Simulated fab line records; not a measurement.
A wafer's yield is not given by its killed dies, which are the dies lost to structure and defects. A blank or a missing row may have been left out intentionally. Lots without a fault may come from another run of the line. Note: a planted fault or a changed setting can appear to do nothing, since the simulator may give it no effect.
Which of the tools did it?	flow nand-harc	23 lots, 69 wafers sampled, at 6 steps of a route of 1159

WHAT THE GAUGES READ, wafer by wafer
No reading from a measuring or inspecting step in the record can be judged against a usual standard deviation.

WHICH TOOL RAN EACH LOT (tool, then ch and the chambers of the sampled wafers, then the start)
lot	NHARC_A_STAIRCASE_TRIM_191	NHARC_A_STAIRCASE_ETCH_192	NHARC_A_STAIRCASE_TRIM_196	NHARC_A_STAIRCASE_TRIM_200	NHARC_A_STAIRCASE_DESCUM_291	NHARC_A_STAIRCASE_DEP_301
L074	rie-diel-13 ch 2,3, day 10 22:08 or earlier	rie-diel-13 ch 0,1,2, day 10 22:08 or earlier	rie-diel-13 ch 0,1,3, day 10 22:08	rie-diel-13 ch 0,2, day 11 09:46 or earlier	rie-diel-13 ch 0,1, day 11 09:46	pecvd-02 ch 0,1,2, day 11 16:21
L075	rie-diel-03 ch 0,1,3, day 11 11:01 or earlier	rie-diel-03 ch 0,1,3, day 11 11:01 or earlier	rie-diel-04 ch 0,2,3, day 11 11:01	rie-diel-04 ch 1,2,3, day 11 21:12 or earlier	rie-diel-13 ch 0,2,3, day 11 21:12	pecvd-02 ch 0,1,2, day 12 01:20
L076	rie-diel-04 ch 0,2,3, day 11 13:41 or earlier	rie-diel-04 ch 0,2, day 11 13:41 or earlier	rie-diel-04 ch 0,1, day 11 13:41	rie-diel-04 ch 0,3, day 11 23:59 or earlier	rie-diel-03 ch 1,2,3, day 11 23:59	pecvd-03 ch 1,2, day 12 04:18
L077	rie-diel-03 ch 0,1, day 11 13:59 or earlier	rie-diel-03 ch 0,1,2, day 11 13:59 or earlier	rie-diel-03 ch 0,1,2, day 11 13:59	rie-diel-03 ch 1,2,3, day 12 01:42 or earlier	rie-diel-04 ch 1,2,3, day 12 01:42	pecvd-02 ch 0,1,2, day 12 07:25
L078	rie-diel-04 ch 0,2,3, day 11 20:41 or earlier	rie-diel-04 ch 0,1,3, day 11 20:41 or earlier	rie-diel-04 ch 0,1,2, day 11 20:41	rie-diel-04 ch 0,2,3, day 12 08:11 or earlier	rie-diel-03 ch 0,1,2, day 12 08:11	pecvd-02 ch 0,1,2, day 12 12:31
L079	rie-diel-04 ch 1,2, day 12 04:54 or earlier	rie-diel-04 ch 0,1,2, day 12 04:54 or earlier	rie-diel-04 ch 0,1,3, day 12 04:54	rie-diel-04 ch 0,3, day 12 16:31 or earlier	rie-diel-04 ch 0,2, day 12 16:31	pecvd-03 ch 0,2, day 12 21:07
L080	rie-diel-04 ch 1,3, day 13 00:23 or earlier	rie-diel-04 ch 1,2,3, day 13 00:23 or earlier	rie-diel-04 ch 1,2,3, day 13 00:23	rie-diel-03 ch 0,1,2, day 13 02:55	rie-diel-04 ch 1,2,3, day 13 18:13	pecvd-03 ch 1,2, day 14 06:08
L082	rie-diel-03 ch 1,2,3, day 13 09:26 or earlier	rie-diel-03 ch 1,2,3, day 13 09:26 or earlier	rie-diel-03 ch 0,1,2, day 13 09:26	rie-diel-03 ch 0,1,3, day 14 01:25 or earlier	rie-diel-03 ch 0,1,3, day 14 01:25	pecvd-02 ch 0,1,2, day 14 07:57
L084	rie-diel-13 ch 1,2,3, day 13 10:07 or earlier	rie-diel-13 ch 0,1, day 13 10:07 or earlier	rie-diel-13 ch 2,3, day 13 10:07	rie-diel-13 ch 0,1,2, day 13 23:59 or earlier	rie-diel-04 ch 0,2,3, day 13 23:59	pecvd-04 ch 1,2, day 14 06:44
L083	rie-diel-03 ch 0,1,2, day 13 10:46 or earlier	rie-diel-03 ch 0,1,3, day 13 10:46 or earlier	rie-diel-13 ch 0,1,2, day 13 10:46	rie-diel-13 ch 0,1,2, day 14 01:37 or earlier	rie-diel-04 ch 1,2,3, day 14 01:37	pecvd-02 ch 0,1, day 14 07:02
L085	rie-diel-13 ch 0,1,3, day 13 19:46 or earlier	rie-diel-13 ch 1,2, day 13 19:46 or earlier	rie-diel-13 ch 2,3, day 13 19:46	rie-diel-13 ch 1,2, day 14 05:56 or earlier	rie-diel-03 ch 2,3, day 14 05:56	pecvd-02 ch 1,2, day 14 10:49
L086	rie-diel-03 ch 0,2,3, day 15 00:13 or earlier	rie-diel-03 ch 0,1,2, day 15 00:13 or earlier	rie-diel-13 ch 0,1,3, day 15 00:13	rie-diel-13 ch 0,1,3, day 15 11:38 or earlier	rie-diel-03 ch 0,1,3, day 15 11:38	pecvd-04 ch 0,1,2, day 15 22:14
L087	rie-diel-04 ch 0,1,2, day 15 00:34 or earlier	rie-diel-04 ch 1,2,3, day 15 00:34 or earlier	rie-diel-03 ch 0,1,3, day 15 00:34	rie-diel-03 ch 0,1,3, day 15 13:20 or earlier	rie-diel-04 ch 0,2,3, day 15 13:20	pecvd-02 ch 1,2, day 16 00:08
L088	rie-diel-04 ch 0,1,2, day 15 00:50 or earlier	rie-diel-04 ch 0,2,3, day 15 00:50 or earlier	rie-diel-04 ch 1,2,3, day 15 00:50	rie-diel-04 ch 1,2,3, day 15 11:58 or earlier	rie-diel-13 ch 0,1,3, day 15 11:58	pecvd-02 ch 0,1,2, day 15 23:39
L089	rie-diel-03 ch 0,3, day 15 04:29 or earlier	rie-diel-03 ch 0,1, day 15 04:29 or earlier	rie-diel-03 ch 1,2,3, day 15 04:29	rie-diel-03 ch 0,3, day 15 15:24 or earlier	rie-diel-13 ch 0,3, day 15 15:24	pecvd-02 ch 0,2, day 16 03:22
L091	rie-diel-04 ch 0,1,3, day 15 05:11 or earlier	rie-diel-04 ch 1,2,3, day 15 05:11 or earlier	rie-diel-03 ch 0,2,3, day 15 05:11	rie-diel-03 ch 1,2,3, day 15 16:47 or earlier	rie-diel-04 ch 0,1, day 15 16:47	pecvd-03 ch 0,2, day 16 05:13
L090	rie-diel-13 ch 0,3, day 15 05:47 or earlier	rie-diel-13 ch 0,2, day 15 05:47 or earlier	rie-diel-03 ch 0,1,2, day 15 05:47	rie-diel-03 ch 0,2,3, day 15 22:38 or earlier	rie-diel-04 ch 0,1,2, day 15 22:38	pecvd-02 ch 0,1, day 16 09:53
L092	rie-diel-04 ch 0,1,3, day 15 08:01 or earlier	rie-diel-04 ch 1,2,3, day 15 08:01 or earlier	rie-diel-04 ch 1,3, day 15 08:01	rie-diel-04 ch 0,1,3, day 16 02:31 or earlier	rie-diel-13 ch 1,3, day 16 02:31	pecvd-04 ch 1,2, day 16 13:37
L094	rie-diel-13 ch 0,2,3, day 16 10:59 or earlier	rie-diel-13 ch 0,1, day 16 10:59 or earlier	rie-diel-04 ch 0,1, day 16 10:59	rie-diel-04 ch 0,2,3, day 17 03:52 or earlier	rie-diel-04 ch 2,3, day 17 03:52	pecvd-03 ch 0,1,2, day 17 09:46
L093	rie-diel-03 ch 0,2,3, day 16 12:02 or earlier	rie-diel-03 ch 2,3, day 16 12:02 or earlier	rie-diel-03 ch 0,3, day 16 12:02	rie-diel-03 ch 0,1,3, day 17 04:02 or earlier	rie-diel-04 ch 0,2,3, day 17 04:02	pecvd-04 ch 1,2, day 17 09:51
L096	rie-diel-04 ch 0,2,3, day 16 14:56 or earlier	rie-diel-04 ch 1,2,3, day 16 14:56 or earlier	rie-diel-04 ch 1,2, day 16 14:56	rie-diel-04 ch 0,3, day 17 04:31 or earlier	rie-diel-03 ch 0,2, day 17 04:31	pecvd-02 ch 0,1,2, day 17 10:12
L095	rie-diel-04 ch 0,3, day 16 15:22 or earlier	rie-diel-04 ch 0,1,2, day 16 15:22 or earlier	rie-diel-03 ch 2,3, day 16 15:22	rie-diel-03 ch 0,2,3, day 17 05:48 or earlier	rie-diel-13 ch 2,3, day 17 05:48	pecvd-03 ch 0,1,2, day 17 12:36
L097	rie-diel-04 ch 1,2,3, day 17 02:47 or earlier	rie-diel-04 ch 2,3, day 17 02:47 or earlier	rie-diel-04 ch 0,2,3, day 17 02:47	rie-diel-04 ch 0,3, day 17 15:12 or earlier	rie-diel-04 ch 2,3, day 17 15:12	pecvd-02 ch 0,2, day 17 19:28
- NHARC_A_STAIRCASE_TRIM_191: chemistry O2, time 211.2 s.
- NHARC_A_STAIRCASE_ETCH_192: etches the open film in C4F8/O2, target depth 100 nm, time 40.5 s.
- NHARC_A_STAIRCASE_TRIM_196: chemistry O2, time 211.2 s.
- NHARC_A_STAIRCASE_TRIM_200: chemistry O2, time 211.2 s.
- NHARC_A_STAIRCASE_DESCUM_291: chemistry O2, time 3 s.
- NHARC_A_STAIRCASE_DEP_301: deposits SiON, target thk 30 nm.

WHAT THE TOOLS THEMSELVES READ (means of the sampled wafers that have a number; where no wafer has one, the mark that the record gives instead)
NHARC_A_STAIRCASE_TRIM_191.
lot	tool	drypump-motor-current-A (A)	oes-product-au (a.u.)	rf-vpp-V (V)	showerhead-plenum-p-Torr (Torr)	throttle-valve-pct (%)
L074	rie-diel-13	5.5	1.001	58.1	3.62	17.042
L075	rie-diel-03	6.2	1.003	57.9	3.51	17.036
L076	rie-diel-04	6.0	1.013	58.3	3.51	17.033
L077	rie-diel-03	6.3	0.999	56.4	3.43	17.040
L078	rie-diel-04	6.0	1.012	58.0	3.51	17.042
L079	rie-diel-04	5.0	0.996	58.6	3.55	17.035
L080	rie-diel-04	5.3	1.008	57.6	3.40	17.038
L082	rie-diel-03	6.2	0.988	57.7	3.46	17.045
L084	rie-diel-13	5.7	1.000	57.7	3.48	17.034
L083	rie-diel-03	6.1	0.993	57.9	3.38	17.038
L085	rie-diel-13	5.9	1.003	58.0	3.39	17.040
L086	rie-diel-03	6.1	0.999	57.3	3.45	17.033
L087	rie-diel-04	5.7	0.990	58.2	3.56	17.028
L088	rie-diel-04	5.7	1.007	58.0	3.56	17.040
L089	rie-diel-03	6.1	0.989	57.7	3.57	17.040
L091	rie-diel-04	5.7	1.001	58.2	3.47	17.036
L090	rie-diel-13	6.0	0.997	57.0	3.43	17.038
L092	rie-diel-04	5.7	1.005	56.6	3.47	17.026
L094	rie-diel-13	5.7	0.999	57.2	3.51	17.038
L093	rie-diel-03	6.1	0.997	57.8	3.44	17.044
L096	rie-diel-04	6.0	1.001	57.1	3.48	17.030
L095	rie-diel-04	6.3	0.996	57.7	3.48	17.041
L097	rie-diel-04	5.3	0.992	56.9	3.46	17.032

NHARC_A_STAIRCASE_ETCH_192.
lot	tool	oes-product-au (a.u.)	rf-vpp-V (V)
L074	rie-diel-13	0.933	897
L075	rie-diel-03	0.935	895
L076	rie-diel-04	0.949	899
L077	rie-diel-03	0.937	890
L078	rie-diel-04	0.939	895
L079	rie-diel-04	0.939	897
L080	rie-diel-04	0.937	894
L082	rie-diel-03	0.930	894
L084	rie-diel-13	0.945	893
L083	rie-diel-03	0.922	895
L085	rie-diel-13	0.940	900
L086	rie-diel-03	0.934	891
L087	rie-diel-04	0.929	894
L088	rie-diel-04	0.928	894
L089	rie-diel-03	0.932	892
L091	rie-diel-04	0.942	894
L090	rie-diel-13	0.921	902
L092	rie-diel-04	0.940	894
L094	rie-diel-13	0.936	892
L093	rie-diel-03	0.944	892
L096	rie-diel-04	0.932	894
L095	rie-diel-04	0.925	897
L097	rie-diel-04	0.945	891

NHARC_A_STAIRCASE_TRIM_196.
lot	tool	drypump-motor-current-A (A)	oes-product-au (a.u.)	rf-vpp-V (V)	showerhead-plenum-p-Torr (Torr)	throttle-valve-pct (%)
L074	rie-diel-13	6.0	0.987	57.6	3.40	17.036
L075	rie-diel-04	6.0	1.003	57.7	3.51	17.028
L076	rie-diel-04	5.4	0.999	58.1	3.55	17.036
L077	rie-diel-03	6.1	0.994	57.0	3.38	17.038
L078	rie-diel-04	5.7	1.006	57.9	3.57	17.030
L079	rie-diel-04	5.7	0.997	57.5	3.48	17.039
L080	rie-diel-04	5.3	1.002	57.1	3.48	17.040
L082	rie-diel-03	6.1	1.005	57.5	3.38	17.033
L084	rie-diel-13	5.5	0.998	58.6	3.61	17.038
L083	rie-diel-13	5.6	0.997	57.9	3.55	17.034
L085	rie-diel-13	5.8	1.020	57.3	3.45	17.037
L086	rie-diel-13	5.9	1.002	58.1	3.38	17.042
L087	rie-diel-03	6.2	0.999	57.3	3.49	17.039
L088	rie-diel-04	5.3	1.001	58.7	3.47	17.037
L089	rie-diel-03	6.2	0.987	57.3	3.45	17.033
L091	rie-diel-03	6.1	0.997	57.9	3.45	17.038
L090	rie-diel-03	6.1	0.995	57.2	3.37	17.053
L092	rie-diel-04	5.3	0.996	57.1	3.39	17.043
L094	rie-diel-04	5.4	1.001	58.2	3.53	17.033
L093	rie-diel-03	6.1	0.994	57.5	3.48	17.042
L096	rie-diel-04	5.0	0.996	57.0	3.53	17.036
L095	rie-diel-03	6.0	0.994	57.6	3.41	17.041
L097	rie-diel-04	6.0	1.002	57.8	3.48	17.043

NHARC_A_STAIRCASE_TRIM_200.
lot	tool	drypump-motor-current-A (A)	oes-product-au (a.u.)	rf-vpp-V (V)	showerhead-plenum-p-Torr (Torr)	throttle-valve-pct (%)
L074	rie-diel-13	5.7	0.983	58.2	3.61	17.033
L075	rie-diel-04	5.3	1.014	57.7	3.49	17.037
L076	rie-diel-04	6.3	1.010	57.9	3.51	17.036
L077	rie-diel-03	6.2	0.995	57.1	3.47	17.045
L078	rie-diel-04	6.0	1.004	58.2	3.51	17.036
L079	rie-diel-04	6.0	1.000	57.0	3.42	17.031
L080	rie-diel-03	6.1	1.006	58.2	3.38	17.038
L082	rie-diel-03	6.2	0.998	57.6	3.50	17.028
L084	rie-diel-13	5.6	0.986	57.7	3.55	17.035
L083	rie-diel-13	5.6	0.994	58.1	3.55	17.042
L085	rie-diel-13	5.4	0.992	57.6	3.64	17.038
L086	rie-diel-13	5.9	0.998	57.9	3.38	17.038
L087	rie-diel-03	6.2	1.004	57.8	3.49	17.047
L088	rie-diel-04	5.3	1.001	57.0	3.47	17.037
L089	rie-diel-03	6.2	0.997	57.6	3.57	17.044
L091	rie-diel-03	6.2	0.995	57.5	3.45	17.036
L090	rie-diel-03	6.1	0.991	58.0	3.45	17.041
L092	rie-diel-04	5.7	1.002	58.0	3.47	17.035
L094	rie-diel-04	6.0	0.988	57.4	3.48	17.050
L093	rie-diel-03	6.2	0.992	57.9	3.48	17.043
L096	rie-diel-04	6.0	1.006	57.9	3.40	17.040
L095	rie-diel-03	6.1	1.000	57.5	3.44	17.041
L097	rie-diel-04	6.3	1.002	57.8	3.48	17.049

NHARC_A_STAIRCASE_DESCUM_291.
lot	tool	drypump-motor-current-A (A)	oes-product-au (a.u.)	rf-vpp-V (V)	showerhead-plenum-p-Torr (Torr)	throttle-valve-pct (%)
L074	rie-diel-13	5.9	0.986	57.7	1.88	11.307
L075	rie-diel-13	5.7	0.997	58.2	1.92	11.321
L076	rie-diel-03	6.1	0.996	57.2	1.88	11.314
L077	rie-diel-04	5.3	1.003	58.7	1.89	11.310
L078	rie-diel-03	6.1	0.993	56.9	1.83	11.316
L079	rie-diel-04	6.0	1.009	57.2	1.95	11.308
L080	rie-diel-04	5.3	0.991	58.5	1.88	11.310
L082	rie-diel-03	6.2	0.997	57.9	1.89	11.312
L084	rie-diel-04	6.0	0.994	57.4	1.90	11.311
L083	rie-diel-04	5.3	1.007	58.1	1.88	11.316
L085	rie-diel-03	6.0	0.995	57.5	1.85	11.314
L086	rie-diel-03	6.2	0.998	56.5	1.89	11.312
L087	rie-diel-04	6.0	0.990	57.9	1.89	11.307
L088	rie-diel-13	5.9	1.008	58.3	1.83	11.324
L089	rie-diel-13	6.0	1.013	57.8	1.81	11.313
L091	rie-diel-04	6.0	0.993	57.2	1.93	11.310
L090	rie-diel-04	5.7	0.994	58.2	1.93	11.310
L092	rie-diel-13	5.9	1.012	57.4	1.80	11.310
L094	rie-diel-04	5.6	1.006	58.1	1.84	11.309
L093	rie-diel-04	6.0	0.999	58.3	1.89	11.305
L096	rie-diel-03	6.0	0.996	57.2	1.82	11.308
L095	rie-diel-13	5.5	0.998	58.3	1.95	11.299
L097	rie-diel-04	5.6	0.981	57.5	1.88	11.306

NHARC_A_STAIRCASE_DEP_301.
lot	tool	heater-power-w (W)
L074	pecvd-02	764
L075	pecvd-02	692
L076	pecvd-03	847
L077	pecvd-02	744
L078	pecvd-02	705
L079	pecvd-03	770
L080	pecvd-03	891
L082	pecvd-02	739
L084	pecvd-04	757
L083	pecvd-02	697
L085	pecvd-02	714
L086	pecvd-04	700
L087	pecvd-02	741
L088	pecvd-02	685
L089	pecvd-02	626
L091	pecvd-03	739
L090	pecvd-02	770
L092	pecvd-04	767
L094	pecvd-03	771
L093	pecvd-04	689
L096	pecvd-02	703
L095	pecvd-03	791
L097	pecvd-02	653

THE ANSWER, worked out from the rows above alone
Rule: what is usual is taken from the lots themselves. The widest of any qualifying gaps counts: lots, ordered by their means at a reading, are off when they make up no more than a third of the lots, leave a main group of 4 or more, and stand apart from it by 3 or more times the standard deviation of that group's means. The tables above print the reading to a certain number of digits; a main group whose means all agree to those digits is not used. Also off: a lot with no number at a reading for which 4 or more lots have one. The other lots that the step has rows for count as sound. After the gauges, taken in route order, come the tools' own readings; for these a lot's mean is taken, as printed above. At the first step where some lot is off, the reading lying furthest off is the one used; lots without a number count as furthest.
Across all readings shown, no lot is off: no conclusion can be drawn from this.

WHAT WAS PUT IN BY THE SIMULATOR
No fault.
